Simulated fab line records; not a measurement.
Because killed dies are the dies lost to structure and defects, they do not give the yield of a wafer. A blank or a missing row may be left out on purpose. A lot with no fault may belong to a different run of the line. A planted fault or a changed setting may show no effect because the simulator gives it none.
Comparing a struck lot with a sound one | flow n5Finfet | 38 out of 1938 route steps
Sound: these wafers, L484.1, L484.2, L484.6. The struck wafers were L496.1, L496.2, L496.6. Last of all comes the cause.
For every step that has rows: the tool of each side, followed by ch and its chambers, followed by its first start. Under that, the readings that differ: sound wafers | struck wafers | difference of the means | sigmas: that difference in standard deviations of wafers without a fault.
alike: same words and numbers on both sides, and readings whose means sit less than 2 such deviations apart. not compared: any withheld reading, any reading some wafer has no value for, any bound like >300 that may hide the same value, and any number with overlapping values for which the record gives no deviation.
The two part at a step that has a row with sigmas, a row that says differs or no value, or rows on one side only. Non-overlapping numbers with no deviation appear without sigmas and do not part them. A reading that every wafer of one side lacks parts them only if that side has two wafers or more.

first, 11 steps without rows for these wafers: N5_MOL_CONTACT_COAG_STRIP_107 (strips in N2/H2); N5_MOL_CONTACT_COAG_STRIP_108 (strips in N2/H2); N5_MOL_CONTACT_COAG_CONTACT_ETCH_14 (etches SiO2 in C4F6/O2, target depth 27.5 nm, overetch 8.5 nm, time 20 s); N5_MOL_CONTACT_COAG_STRIP_109 (strips in C4F6/O2); N5_MOL_CONTACT_COAG_ETCH_15 (etches SiNx in CH3F/O2, stops on Si:P, target depth 7 nm); N5_MOL_CONTACT_COAG_ETCH_110 (etches Si in CF4/O2, target depth 2.5 nm, time 8 s); N5_MOL_CONTACT_COAG_STRIP_98 (strips in N2/H2); N5_MOL_CONTACT_COAG_IMPLANT_129; N5_MOL_CONTACT_COAG_PRECLEAN_111 (cleans in NF3:NH3, afs cycles 1, time 20 s, sublimation time 60 s); N5_MOL_CONTACT_COAG_TI_SIL_19 (material Ti, target thk 4.2 nm, time 15 s); N5_MOL_CONTACT_COAG_ALD_20 (deposits TiN, target thk 1.5 nm, pulse time 1 s, purge time 3 s).
N5_MOL_CONTACT_COAG_SIL_ANNEAL_21: time 60 s.
  sound on rtpAnneal-02 ch 0, day 6 00:02; struck on rtpAnneal-02, day 9 03:46
  no value came back on the struck wafers for lampPowerPct (%), lamp_zone_1_pct (%), wafer_temp_C_max; on the sound wafers lampPowerPct (%) reads 6.7 6.7 6.7
then, 24 steps without rows for these wafers: N5_MOL_CONTACT_COAG_PRE_CLEAN_141 (time 60 s); N5_MOL_CONTACT_COAG_SPUTTER_143 (material Co, target thk 2.5 nm); N5_MOL_CONTACT_COAG_CO_FILL_22 (material Co, precursor CCTBA/H2, target thk 20 nm); N5_MOL_CONTACT_COAG_ANNEAL_113 (time 300 s); N5_MOL_CONTACT_COAG_PRE_CLEAN_142 (time 60 s); N5_MOL_CONTACT_COAG_SPUTTER_130 (material Co, target thk 47.5 nm); N5_MOL_CONTACT_COAG_PRECLEAN_125 (cleans in DIW, time 57.5 s); N5_MOL_CONTACT_COAG_SRD_126 (dry time 32 s); N5_MOL_CONTACT_COAG_CMP_23 (polishes, stops on SiO2, t overpolish 1.5 s, target thk 0 nm); N5_MOL_CONTACT_COAG_WET_ETCH_26 (target Co, target depth 13 nm); N5_MOL_CONTACT_COAG_WET_ETCH_116 (etches the open film in SC1-inhibited, target depth 4.6 nm, rinse time 30 s); N5_MOL_CONTACT_COAG_ALD_27 (deposits SiOC, target thk 17 nm, pulse time 1.5 s, time 2720 s); N5_MOL_CONTACT_COAG_CMP_28 (polishes, stops on SiNx, t overpolish 0.85 s, target thk 14.522 nm); N5_MOL_CONTACT_COAG_ALD_123 (deposits SiNx, target thk 5 nm, pulse time 1 s, purge time 2 s); N5_MOL_CONTACT_COAG_PECVD_31 (deposits SiO2 from TEOS/O2, target thk 46 nm, time 8.9 s); N5_MOL_CONTACT_COAG_COAT_75 (time 60 s, resist thk 60 nm); N5_MOL_CONTACT_COAG_COAT_76 (time 60 s, resist thk 10 nm); N5_MOL_CONTACT_COAG_COAT_77 (time 60 s, resist thk 10 nm); N5_MOL_CONTACT_COAG_COAT_78 (resist thk 40 nm); N5_MOL_CONTACT_COAG_EBR_80; N5_MOL_CONTACT_COAG_SOFTBAKE_79 (time 60 s); N5_MOL_CONTACT_COAG_EXPOSE_81 (exposes mask VG, defocus 0 nm); N5_MOL_CONTACT_COAG_PEB_82 (peb time 60 s); N5_MOL_CONTACT_COAG_DEVELOP_83 (develop time 30 s).
-- the record jumps here: 3 days lie between the struck wafers' starts before and after (it left off in module MOL_CONTACT_COAG and takes up again in module BEOL_M4, whose first step shown is number 1111 of the route) --
N5_BEOL_M4_RC_MEAS_101:
  sound on prober-02 ch 0, day 9 02:13; struck on prober-02 ch 0, day 11 23:47
reading             | sound          | struck            | difference | sigmas
ION_N (uA/um)       | 667 666 678    | 626 630 621       | -45        | -4
ION_P (uA/um)       | 459 459 462    | 432 434 431       | -28        | -3
RC_DENSE_N (ohm.um) | 18.9 19.7 19.5 | 69.5 68.6 69.4    | +49.8      | +99 or more
RC_DENSE_P (ohm.um) | 23.8 24.6 24.3 | 86.5 86.6 86.8    | +62.4      | +99 or more
RC_N (ohm.um)       | 15.5 16.0 15.7 | 56.2 55.9 56.5    | +40.5      | +99 or more
RC_P (ohm.um)       | 19.3 20.1 19.7 | 70.8 70.0 70.8    | +50.8      | +99 or more
REXT_N (ohm.um)     | 75.0 76.4 75.6 | 115.3 112.8 111.4 | +37.5      | +23
REXT_P (ohm.um)     | 99.1 98.1 98.4 | 148.2 147.0 147.0 | +48.9      | +19
  alike: DIBL_N, DIBL_P, IOFF_N, IOFF_P, SS_N, SS_P, VT_N, VT_P
-- record jumps: 5 days separate the struck wafers' starts on either side; left off in module BEOL_M4, taken up again in module PASSIVATION, whose first shown step is the route's number 1936 --
N5_PASSIVATION_PROBE_49:
  the record has rows for the struck wafers here (prober-01, day 16 16:51) and none for the sound ones

WHERE THEY PART
At N5_MOL_CONTACT_COAG_SIL_ANNEAL_21 first; at N5_PASSIVATION_PROBE_49 last (within this record only).

WHY: what the simulator had put in
Beginning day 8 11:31, the whole step at N5_MOL_CONTACT_COAG_SIL_ANNEAL_21 was skipped on rtpAnneal-02. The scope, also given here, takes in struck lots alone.
